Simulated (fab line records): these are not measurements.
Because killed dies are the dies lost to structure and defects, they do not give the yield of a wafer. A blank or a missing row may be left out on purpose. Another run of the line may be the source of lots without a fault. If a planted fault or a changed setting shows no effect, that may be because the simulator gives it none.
A struck lot beside a sound one | flow n5 finfet | 14 out of 1938 route steps
Sound: wafers L508.2, L508.3, L508.4. Struck: wafer L523.6. (L523.5 of the same lot was not struck and is left out.) The cause comes at the end.
Per side, at each step with rows, come the tool, then ch with its chambers, and then its first start. Under that, the readings that differ: sound wafers | struck wafers | difference of the means | sigmas: that difference in standard deviations of wafers without a fault.
alike: words and numbers the same on both sides, and readings whose means are apart by under 2 such deviations; not compared: readings that were withheld, readings missing a value for some wafer, numbers with overlapping values and no deviation given by the record, and bounds like >300 which may hide the same value.
Wherever a step has rows on one side only, a row that says differs or no value, or a row with sigmas, the two part there. Non-overlapping numbers with no deviation appear without sigmas and do not part them. A reading missing from all wafers of one side parts the sides only when that side holds two or more wafers.

first, 3 steps without rows for these wafers: N5_BEOL_M9_EXPOSE_25 (exposes mask V8); N5_BEOL_M9_PEB_26 (peb time 60 s); N5_BEOL_M9_DEVELOP_27 (develop time 30 s).
N5_BEOL_M9_CD_MEAS_28: the cd target is 70 nm.
  sound on cd sem-03 ch 0, day 12 15:28; struck on cd sem-03 ch 0, day 16 04:35
  reading    | sound             | struck | difference | sigmas
  cd nm (nm) | 70.15 69.77 70.06 | 69.40  | -0.59      | -3
N5_BEOL_M9_OVL_MEAS_29:
  sound on overlay-01 ch 0, day 12 15:31; struck on overlay-01 ch 0, day 16 04:38
  alike: V8_OVL
N5_BEOL_M9_INSPECT_30: inspects for defects (brightfield).
  struck on defect inspect-01, day 16 04:40; sound on defect inspect-02, day 12 15:34
  alike: raw defect count
N5_BEOL_M9_DESCUM_33: chemistry O2, time 7 s.
  sound on rie diel-04 ch 0,1,2, day 12 15:47; struck on rie diel-04 ch 2, day 16 04:43
  alike: drypump motor current A, oes product au, rf vpp V, showerhead plenum p Torr, throttle valve pct
  not compared: rf hours counter h
N5_BEOL_M9_ETCH_76: etches underlayer in N2/H2, target depth 6.5 nm, time 5.2 s.
  sound on rie diel-04 ch 0,1,2, day 12 15:49; struck on rie diel-04 ch 2, day 16 04:45
  alike: drypump motor current A, etch rf on time s, oes product au, rf vpp V, showerhead plenum p Torr, throttle valve pct
  not compared: rf hours counter h
N5_BEOL_M9_ETCH_65: etches SiARC in CF4, target depth 15.6 nm, time 26 s.
  sound on rie diel-04 ch 0,1,2, day 12 15:50; struck on rie diel-04 ch 2, day 16 04:46
  reading      | sound             | struck | difference | sigmas
  rf vpp V (V) | 182.8 183.5 180.5 | 184.7  | +2.4       | +2
  alike: drypump motor current A, etch rf on time s, oes product au, showerhead plenum p Torr, throttle valve pct
  not compared: rf hours counter h
N5_BEOL_M9_ETCH_66: etches SOC in N2/H2, target depth 80 nm, overetch 16 nm, time 120 s.
  sound on rie diel-04 ch 0,1,2, day 12 15:52; struck on rie diel-04 ch 2, day 16 04:50
  alike: drypump motor current A, oes product au, rf vpp V, showerhead plenum p Torr, throttle valve pct
  not compared: rf hours counter h
then, 2 steps without rows for these wafers: N5_BEOL_M9_STRIP_69 (strips in N2/H2); N5_BEOL_M9_STRIP_77 (strips in N2/H2).
N5_BEOL_M9_VIA_ETCH_34: etches SiCOH lowk in C4F6/O2, target depth 182.4 nm, time 68.4 s.
  sound on rie diel-04 ch 0,1,2, day 12 15:58; struck on rie diel-04 ch 2, day 16 04:55
  reading                                  | sound             | struck | difference | sigmas
  oes product au (a.u.)                    | 0.68 0.91 0.76    | 1.01   | +0.23      | +3
  model.etch.depth nm (nm)                 | 180.6 187.7 180.1 | 238.5  | +55.7      |
  model.SOC_of_BEOL_M9_COAT_63.thk nm (nm) | 50.8 50.8 51.2    | 48.4   | -2.5       |
  alike: O2_flow_sccm, drypump motor current A, oes_f_703_au, oes_o_777_au, rf vpp V, showerhead plenum p Torr, throttle valve pct
  not compared: rf hours counter h
then, 1 step without rows for these wafers: N5_BEOL_M9_STRIP_73 (strips in C4F6/O2).

## WHERE THEY PART
Last at N5_BEOL_M9_VIA_ETCH_34 as far as this record goes, first at N5_BEOL_M9_CD_MEAS_28.

WHY: the cause the simulator had injected
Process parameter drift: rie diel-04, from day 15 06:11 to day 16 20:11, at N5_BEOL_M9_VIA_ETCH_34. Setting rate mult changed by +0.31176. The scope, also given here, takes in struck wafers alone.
